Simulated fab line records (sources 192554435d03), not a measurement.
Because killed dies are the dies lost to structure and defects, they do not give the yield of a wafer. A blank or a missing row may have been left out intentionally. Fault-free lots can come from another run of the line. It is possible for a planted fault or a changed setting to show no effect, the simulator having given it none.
Matching of chambers || flow n5-finfet || N5_SDB_HM_DEP_00 on pecvd-03 has 3 sister chambers
The step deposits SiNx from SiH4/NH3/N2, target thk 40 nm, time 35.3 s. 6 wafers are shown with their chamber, then 9 later ones without.

== WAFERS WITH THEIR CHAMBER ==
{"wafer": "L085.3", "chamber": 1, "throttle-valve-pct (%)": 42.2, "showerhead-plenum-p-Torr (Torr)": 5.15}
{"wafer": "L087.4", "chamber": 2, "throttle-valve-pct (%)": 37.7, "showerhead-plenum-p-Torr (Torr)": 5.17}
{"wafer": "L087.5", "chamber": 1, "throttle-valve-pct (%)": 41.8, "showerhead-plenum-p-Torr (Torr)": 5.16}
{"wafer": "L089.3", "chamber": 2, "throttle-valve-pct (%)": 37.9, "showerhead-plenum-p-Torr (Torr)": 5.18}
{"wafer": "L089.4", "chamber": 0, "throttle-valve-pct (%)": 40.2, "showerhead-plenum-p-Torr (Torr)": 5.20}
{"wafer": "L089.6", "chamber": 0, "throttle-valve-pct (%)": 40.5, "showerhead-plenum-p-Torr (Torr)": 5.20}

== WAFERS WHOSE CHAMBER IS MISSING ==
{"wafer": "L092.2", "throttle-valve-pct (%)": 41.9, "showerhead-plenum-p-Torr (Torr)": 5.15}
{"wafer": "L092.4", "throttle-valve-pct (%)": 42.1, "showerhead-plenum-p-Torr (Torr)": 5.15}
{"wafer": "L092.5", "throttle-valve-pct (%)": 37.6, "showerhead-plenum-p-Torr (Torr)": 5.17}
{"wafer": "L093.1", "throttle-valve-pct (%)": 41.8, "showerhead-plenum-p-Torr (Torr)": 5.15}
{"wafer": "L093.5", "throttle-valve-pct (%)": 42.2, "showerhead-plenum-p-Torr (Torr)": 5.16}
{"wafer": "L093.6", "throttle-valve-pct (%)": 40.7, "showerhead-plenum-p-Torr (Torr)": 5.18}
{"wafer": "L096.2", "throttle-valve-pct (%)": 42.2, "showerhead-plenum-p-Torr (Torr)": 5.16}
{"wafer": "L096.4", "throttle-valve-pct (%)": 37.9, "showerhead-plenum-p-Torr (Torr)": 5.19}
{"wafer": "L096.6", "throttle-valve-pct (%)": 42.1, "showerhead-plenum-p-Torr (Torr)": 5.15}

== EACH ONE'S CHAMBER ==
{"wafer": "L092.2", "from the rows above": 1, "in truth": 1}
{"wafer": "L092.4", "from the rows above": 1, "in truth": 1}
{"wafer": "L092.5", "from the rows above": 2, "in truth": 2}
{"wafer": "L093.1", "from the rows above": 1, "in truth": 1}
{"wafer": "L093.5", "from the rows above": 1, "in truth": 1}
{"wafer": "L093.6", "from the rows above": 0, "in truth": 0}
{"wafer": "L096.2", "from the rows above": 1, "in truth": 1}
{"wafer": "L096.4", "from the rows above": 2, "in truth": 2}
{"wafer": "L096.6", "from the rows above": 1, "in truth": 1}
Placed correctly: 9 of 9. Number that these rows cannot place: 0. Placed wrongly: 0.
How it was worked out, from the rows above alone: a wafer's distance from a chamber is the root of the sum, over the readings, of the square of ((its reading less the chamber's mean) divided by the reading's scatter). The wafer belongs to the nearest chamber; if the next one is less than 2 further off, it can't be placed. For every chamber, the mean is computed from those of its wafers that are shown. The scatter: the root of (the sum of the squares of (reading less its chamber's mean) over the shown wafers, divided by (wafers less chambers)).
